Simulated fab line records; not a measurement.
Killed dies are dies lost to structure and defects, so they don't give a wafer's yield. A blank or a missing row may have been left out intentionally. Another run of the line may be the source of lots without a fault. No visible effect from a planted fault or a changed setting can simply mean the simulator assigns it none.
Matching of chambers | flow n5_finfet | rie_si-02 running N5_DUMMY_GATE_ETCH_32: 4 sister chambers
The step etches SiO2 in CF4, target depth 3.5 nm, time 3.9 s. 16 wafers are shown with their chamber, then 8 later ones without.

== EACH WAFER AND ITS CHAMBER ==
wafer  | chamber | drypump_motor_current_A (A) | oes_product_au (a.u.)
L074.3 | 1       | 6.2                         | 1.048
L074.5 | 0       | 6.2                         | 0.998
L074.6 | 3       | 5.8                         | 0.997
L078.1 | 3       | 5.8                         | 0.990
L078.5 | 0       | 6.2                         | 0.995
L078.6 | 1       | 6.2                         | 1.050
L080.1 | 1       | 6.2                         | 1.056
L080.3 | 0       | 6.3                         | 1.002
L080.6 | 3       | 5.7                         | 0.990
L083.2 | 3       | 5.7                         | 0.988
L083.4 | 3       | 5.8                         | 0.992
L083.6 | 1       | 6.2                         | 1.048
L085.1 | 2       | 5.6                         | 1.015
L085.2 | 3       | 5.8                         | 0.993
L085.5 | 3       | 5.8                         | 0.981
L088.2 | 1       | 6.2                         | 1.047

SIGNATURES, as means of the wafers listed above
reading                 | chamber 0 | chamber 1 | chamber 2 | chamber 3 | scatter within a chamber
drypump_motor_current_A | 6.233     | 6.200     | 5.600     | 5.771     | 0.0418
oes_product_au          | 0.99833   | 1.04980   | 1.01500   | 0.99014   | 0.00432
Rule: for a wafer and a chamber, the distance is found by dividing, reading by reading, the gap between the wafer's reading and the chamber's mean by the reading's scatter, squaring, summing and taking the root. The wafer belongs to the nearest chamber; if the next one is less than 2 further off, it can't be placed. The scatter: take each reading less its chamber's mean, square it, sum over the shown wafers, divide by the number of wafers less the number of chambers, and take the root.

== WAFERS WHOSE CHAMBER IS MISSING ==
wafer  | drypump_motor_current_A (A) | oes_product_au (a.u.)
L088.4 | 5.6                         | 1.023
L088.5 | 5.6                         | 1.025
L092.1 | 5.6                         | 1.021
L092.3 | 6.3                         | 0.995
L092.4 | 5.8                         | 0.998
L097.1 | 5.6                         | 1.017
L097.5 | 5.8                         | 1.000
L097.6 | 6.3                         | 0.995

== WHICH CHAMBER EACH ONE RAN IN ==
wafer  | from the rows above | in truth
L088.4 | 2                   | 2
L088.5 | 2                   | 2
L092.1 | 2                   | 2
L092.3 | 0                   | 0
L092.4 | 3                   | 3
L097.1 | 2                   | 2
L097.5 | 3                   | 3
L097.6 | 0                   | 0
8 of 8 placed correctly. Can't be placed from these rows: 0. Placed wrongly: 0.
